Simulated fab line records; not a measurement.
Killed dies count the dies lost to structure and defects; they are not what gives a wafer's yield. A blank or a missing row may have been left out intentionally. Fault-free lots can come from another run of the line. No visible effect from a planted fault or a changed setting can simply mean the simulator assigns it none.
What tool caused it? / flow nand-harc / 40 wafers from 14 lots sampled at 6 of the route's 1159 steps

## WHAT EACH GAUGE READ, for each wafer
NHARC_P_STI_OCD_MEAS_43.
lot=L975; measured=day 2 13:58; on=ocd-02; trench-depth-nm (nm)=297.9 300.3 298.7; trench-foot-cd-nm (nm)=161.1 158.6 160.1
lot=L976; measured=day 2 17:45; on=ocd-02; trench-depth-nm (nm)=306.2 304.0 304.2; trench-foot-cd-nm (nm)=158.1 157.5 158.1
lot=L979; measured=day 3 12:43; on=ocd-02; trench-depth-nm (nm)=298.5 300.0 300.1; trench-foot-cd-nm (nm)=156.8 158.8 155.8
lot=L980; measured=day 3 18:12; on=ocd-02; trench-depth-nm (nm)=304.0 302.1 300.2; trench-foot-cd-nm (nm)=157.4 156.9 157.6
lot=L981; measured=day 4 00:46; on=ocd-02; trench-depth-nm (nm)=301.5 300.3 299.7; trench-foot-cd-nm (nm)=158.9 160.3 158.1
lot=L982; measured=day 4 06:14; on=ocd-02; trench-depth-nm (nm)=301.2 301.5 301.2; trench-foot-cd-nm (nm)=154.1 154.2 156.6
lot=L983; measured=day 4 12:55; on=ocd-01; trench-depth-nm (nm)=301.1 300.9 300.2; trench-foot-cd-nm (nm)=157.8 158.9 157.8
lot=L984; measured=day 4 20:52; on=ocd-02; trench-depth-nm (nm)=303.0 302.9 298.5; trench-foot-cd-nm (nm)=156.0 153.4 154.6
lot=L987; measured=day 5 12:16; on=ocd-02; trench-depth-nm (nm)=301.7 302.3 299.4; trench-foot-cd-nm (nm)=154.9 155.8 158.0
lot=L988; measured=day 5 18:29; on=ocd-02; trench-depth-nm (nm)=300.8 298.5; trench-foot-cd-nm (nm)=160.7 160.7
lot=L990; measured=day 6 07:02; on=ocd-01; trench-depth-nm (nm)=304.0 304.4 301.9; trench-foot-cd-nm (nm)=158.0 157.8 157.7
lot=L991; measured=day 6 16:37; on=ocd-02; trench-depth-nm (nm)=301.9 304.4; trench-foot-cd-nm (nm)=156.4 156.3
lot=L997; measured=day 8 01:19; on=ocd-01; trench-depth-nm (nm)=303.2 300.3 301.4; trench-foot-cd-nm (nm)=158.0 159.9 158.1
lot=L998; measured=day 8 06:56; on=ocd-02; trench-depth-nm (nm)=303.4 304.6 304.6; trench-foot-cd-nm (nm)=157.8 154.9 158.4

NHARC_P_GATE_CD_MEAS_26 targets a cd of 120 nm.
lot=L975; measured=day 4 16:26; on=cd-sem-01; cd-nm (nm)=120.3 120.2 120.4
lot=L976; measured=day 4 17:12; on=cd-sem-03; cd-nm (nm)=120.8 120.9 120.6
lot=L979; measured=day 5 15:02; on=cd-sem-01; cd-nm (nm)=119.9 119.5 120.3
lot=L980; measured=day 6 02:27; on=cd-sem-01; cd-nm (nm)=120.7 120.6 120.3
lot=L981; measured=day 6 01:58; on=cd-sem-02; cd-nm (nm)=120.4 120.3 120.2
lot=L982; measured=day 6 12:56; on=cd-sem-01; cd-nm (nm)=119.9 120.2 119.8
lot=L983; measured=day 6 12:47; on=cd-sem-02; cd-nm (nm)=120.2 120.5 119.7
lot=L984; measured=day 7 04:37; on=cd-sem-02; cd-nm (nm)=119.9 119.6 119.8
lot=L987; measured=day 8 03:53; on=cd-sem-03; cd-nm (nm)=119.7 120.1 120.3
lot=L988; measured=day 8 04:05; on=cd-sem-03; cd-nm (nm)=134.7 119.4
lot=L990; measured=day 8 06:41; on=cd-sem-03; cd-nm (nm)=119.9 135.6 120.2
lot=L991; measured=day 8 20:22; on=cd-sem-01; cd-nm (nm)=135.4 120.3
lot=L997; measured=day 10 09:02; on=cd-sem-03; cd-nm (nm)=120.0 120.0 120.1
lot=L998; measured=day 10 19:29; on=cd-sem-03; cd-nm (nm)=120.3 119.0 119.9

NHARC_END_SORT_01.
lot=L990; measured=day 23 12:30; on=prober-01; killed-at-array=29 25 20; killed-at-other=0 0 1; killed-at-periphery=4 39 6; killed-dies=33 64 27; killed-open=7 3 5; killed-short=0 1 1
lot=L991; measured=day 23 07:05; on=prober-01; killed-at-array=45 52; killed-at-other=4 2; killed-at-periphery=26 3; killed-dies=75 57; killed-open=4 4; killed-short=3 2

## TOOL THAT RAN EACH LOT (tool first, then ch and the chambers of the sampled wafers, then the start)
lot=L975; NHARC_P_GATE_HM_DEP_102=acl-dep-03 ch 0, day 4 15:13; NHARC_P_GATE_DEP_103=pecvd-01 ch 0,1,2, day 4 15:53; NHARC_P_GATE_PEB_24=litho-track-04 ch 0, day 4 16:22
lot=L976; NHARC_P_GATE_HM_DEP_102=acl-dep-03 ch 0, day 4 15:52; NHARC_P_GATE_DEP_103=pecvd-04 ch 0,1,2, day 4 16:33; NHARC_P_GATE_PEB_24=litho-track-06 ch 0, day 4 17:07
lot=L979; NHARC_P_GATE_HM_DEP_102=acl-dep-02 ch 0, day 5 13:49; NHARC_P_GATE_DEP_103=pecvd-03 ch 0,1,2, day 5 14:31; NHARC_P_GATE_PEB_24=litho-track-06 ch 0, day 5 14:58
lot=L980; NHARC_P_GATE_HM_DEP_102=acl-dep-03 ch 0, day 6 01:13; NHARC_P_GATE_DEP_103=pecvd-01 ch 0,1, day 6 01:48; NHARC_P_GATE_PEB_24=litho-track-04 ch 0, day 6 02:22
lot=L981; NHARC_P_GATE_HM_DEP_102=acl-dep-02 ch 0, day 6 00:50; NHARC_P_GATE_DEP_103=pecvd-04 ch 0,2, day 6 01:20; NHARC_P_GATE_PEB_24=litho-track-04 ch 0, day 6 01:53
lot=L982; NHARC_P_GATE_HM_DEP_102=acl-dep-01 ch 0, day 6 11:41; NHARC_P_GATE_DEP_103=pecvd-03 ch 0,1, day 6 12:15; NHARC_P_GATE_PEB_24=litho-track-01 ch 0, day 6 12:51
lot=L983; NHARC_P_GATE_HM_DEP_102=acl-dep-03 ch 0, day 6 11:34; NHARC_P_GATE_DEP_103=pecvd-04 ch 0,1, day 6 12:13; NHARC_P_GATE_PEB_24=litho-track-06 ch 0, day 6 12:42
lot=L984; NHARC_P_GATE_HM_DEP_102=acl-dep-02 ch 0, day 7 03:23; NHARC_P_GATE_DEP_103=pecvd-01 ch 0,1,2, day 7 04:04; NHARC_P_GATE_PEB_24=litho-track-04 ch 0, day 7 04:32
lot=L987; NHARC_P_GATE_HM_DEP_102=acl-dep-01 ch 0, day 8 02:30; NHARC_P_GATE_DEP_103=pecvd-03 ch 0,1,2, day 8 03:12; NHARC_P_GATE_PEB_24=litho-track-01 ch 0, day 8 03:48
lot=L988; NHARC_P_GATE_HM_DEP_102=acl-dep-03 ch 0, day 8 03:01; NHARC_P_GATE_DEP_103=pecvd-04 ch 1,2, day 8 03:27; NHARC_P_GATE_PEB_24=litho-track-04 ch 0, day 8 04:00
lot=L990; NHARC_P_GATE_HM_DEP_102=acl-dep-03 ch 0, day 8 05:20; NHARC_P_GATE_DEP_103=pecvd-04 ch 0,1,2, day 8 06:10; NHARC_P_GATE_PEB_24=litho-track-04 ch 0, day 8 06:37
lot=L991; NHARC_P_GATE_HM_DEP_102=acl-dep-02 ch 0, day 8 19:20; NHARC_P_GATE_DEP_103=pecvd-01 ch 1,2, day 8 19:46; NHARC_P_GATE_PEB_24=litho-track-04 ch 0, day 8 20:17
lot=L997; NHARC_P_GATE_HM_DEP_102=acl-dep-03 ch 0, day 10 07:46; NHARC_P_GATE_DEP_103=pecvd-04 ch 0,1,2, day 10 08:22; NHARC_P_GATE_PEB_24=litho-track-01 ch 0, day 10 08:58
lot=L998; NHARC_P_GATE_HM_DEP_102=acl-dep-02 ch 0, day 10 18:16; NHARC_P_GATE_DEP_103=pecvd-01 ch 0,1,2, day 10 18:56; NHARC_P_GATE_PEB_24=litho-track-06 ch 0, day 10 19:25
- NHARC_P_GATE_HM_DEP_102: deposits aC, target thk 120 nm.
- NHARC_P_GATE_DEP_103: deposits SiON, target thk 30 nm.
- NHARC_P_GATE_PEB_24: peb time 65 s.

## AS READ BY THE TOOLS THEMSELVES (means over the sampled wafers that have a number; for cases with no such wafer, the mark the record gives instead)
NHARC_P_GATE_HM_DEP_102.
lot=L975; tool=acl-dep-03; throttle-valve-pct (%)=34.991
lot=L976; tool=acl-dep-03; throttle-valve-pct (%)=35.006
lot=L979; tool=acl-dep-02; throttle-valve-pct (%)=34.993
lot=L980; tool=acl-dep-03; throttle-valve-pct (%)=35.000
lot=L981; tool=acl-dep-02; throttle-valve-pct (%)=34.993
lot=L982; tool=acl-dep-01; throttle-valve-pct (%)=35.007
lot=L983; tool=acl-dep-03; throttle-valve-pct (%)=34.997
lot=L984; tool=acl-dep-02; throttle-valve-pct (%)=34.996
lot=L987; tool=acl-dep-01; throttle-valve-pct (%)=34.993
lot=L988; tool=acl-dep-03; throttle-valve-pct (%)=35.007
lot=L990; tool=acl-dep-03; throttle-valve-pct (%)=34.997
lot=L991; tool=acl-dep-02; throttle-valve-pct (%)=35.005
lot=L997; tool=acl-dep-03; throttle-valve-pct (%)=35.001
lot=L998; tool=acl-dep-02; throttle-valve-pct (%)=35.004

NHARC_P_GATE_DEP_103.
lot=L975; tool=pecvd-01; heater-power-w (W)=738
lot=L976; tool=pecvd-04; heater-power-w (W)=855
lot=L979; tool=pecvd-03; heater-power-w (W)=705
lot=L980; tool=pecvd-01; heater-power-w (W)=788
lot=L981; tool=pecvd-04; heater-power-w (W)=747
lot=L982; tool=pecvd-03; heater-power-w (W)=651
lot=L983; tool=pecvd-04; heater-power-w (W)=878
lot=L984; tool=pecvd-01; heater-power-w (W)=738
lot=L987; tool=pecvd-03; heater-power-w (W)=650
lot=L988; tool=pecvd-04; heater-power-w (W)=827
lot=L990; tool=pecvd-04; heater-power-w (W)=824
lot=L991; tool=pecvd-01; heater-power-w (W)=748
lot=L997; tool=pecvd-04; heater-power-w (W)=852
lot=L998; tool=pecvd-01; heater-power-w (W)=734

NHARC_P_GATE_PEB_24.
lot=L975; tool=litho-track-04; heater-power-total-W (W)=156.7; resist-line-temp-C (C)=23.06
lot=L976; tool=litho-track-06; heater-power-total-W (W)=156.5; resist-line-temp-C (C)=23.02
lot=L979; tool=litho-track-06; heater-power-total-W (W)=156.8; resist-line-temp-C (C)=23.05
lot=L980; tool=litho-track-04; heater-power-total-W (W)=156.2; resist-line-temp-C (C)=22.96
lot=L981; tool=litho-track-04; heater-power-total-W (W)=156.4; resist-line-temp-C (C)=23.05
lot=L982; tool=litho-track-01; heater-power-total-W (W)=156.5; resist-line-temp-C (C)=23.09
lot=L983; tool=litho-track-06; heater-power-total-W (W)=156.3; resist-line-temp-C (C)=23.12
lot=L984; tool=litho-track-04; heater-power-total-W (W)=156.4; resist-line-temp-C (C)=22.99
lot=L987; tool=litho-track-01; heater-power-total-W (W)=156.8; resist-line-temp-C (C)=23.04
lot=L988; tool=litho-track-04; heater-power-total-W (W)=175.1; resist-line-temp-C (C)=22.88
lot=L990; tool=litho-track-04; heater-power-total-W (W)=169.7; resist-line-temp-C (C)=23.06
lot=L991; tool=litho-track-04; heater-power-total-W (W)=175.8; resist-line-temp-C (C)=23.06
lot=L997; tool=litho-track-01; heater-power-total-W (W)=156.8; resist-line-temp-C (C)=23.05
lot=L998; tool=litho-track-06; heater-power-total-W (W)=156.6; resist-line-temp-C (C)=22.97

## THE ANSWER, worked out from the rows above alone
Rule: what is usual is taken from the lots themselves. The widest of any qualifying gaps counts: lots, ordered by their means at a reading, are off when they make up no more than a third of the lots, leave a main group of 4 or more, and stand apart from it by 3 or more times the standard deviation of that group's means. A main group whose means are all the same, to the digits that the tables above print for the reading, isn't used. Also off: a lot with no number at a reading for which 4 or more lots have one. Any other lot the step has rows for is counted as sound. After the gauges, taken in route order, come the tools' own readings; for these a lot's mean is taken, as printed above. At the first step where some lot is off, the reading lying furthest off is the one used; lots without a number count as furthest.
Off: L988, L990, L991 (NHARC_P_GATE_CD_MEAS_26, cd-nm). Main group: mean 120.1 nm, sd 0.3.
A tool fits if, at a process step before that reading, it ran every lot that is off, and no sound lot after the first of them. The gauges at NHARC_P_GATE_CD_MEAS_26 aren't tried: what is off there is off at NHARC_P_GATE_PEB_24 too, on other tools, and a gauge's error can't cause that. One fits: litho-track-04 at NHARC_P_GATE_PEB_24. Its last sound lot is L984 (day 7 04:32), its first lot that is off L988 (day 8 04:00): a fault that began between those two fits.
The tool's own readings at NHARC_P_GATE_PEB_24 bear it out: on the lots that are off they differ by more than 5 times the standard deviation of the sound lots' means. heater-power-total-W reads 173.5 W there against 156.5 W on the sound lots.

## WHAT WAS PUT IN BY THE SIMULATOR
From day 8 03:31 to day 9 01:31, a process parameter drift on litho-track-04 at NHARC_P_GATE_PEB_24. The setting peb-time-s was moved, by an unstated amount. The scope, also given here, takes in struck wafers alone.
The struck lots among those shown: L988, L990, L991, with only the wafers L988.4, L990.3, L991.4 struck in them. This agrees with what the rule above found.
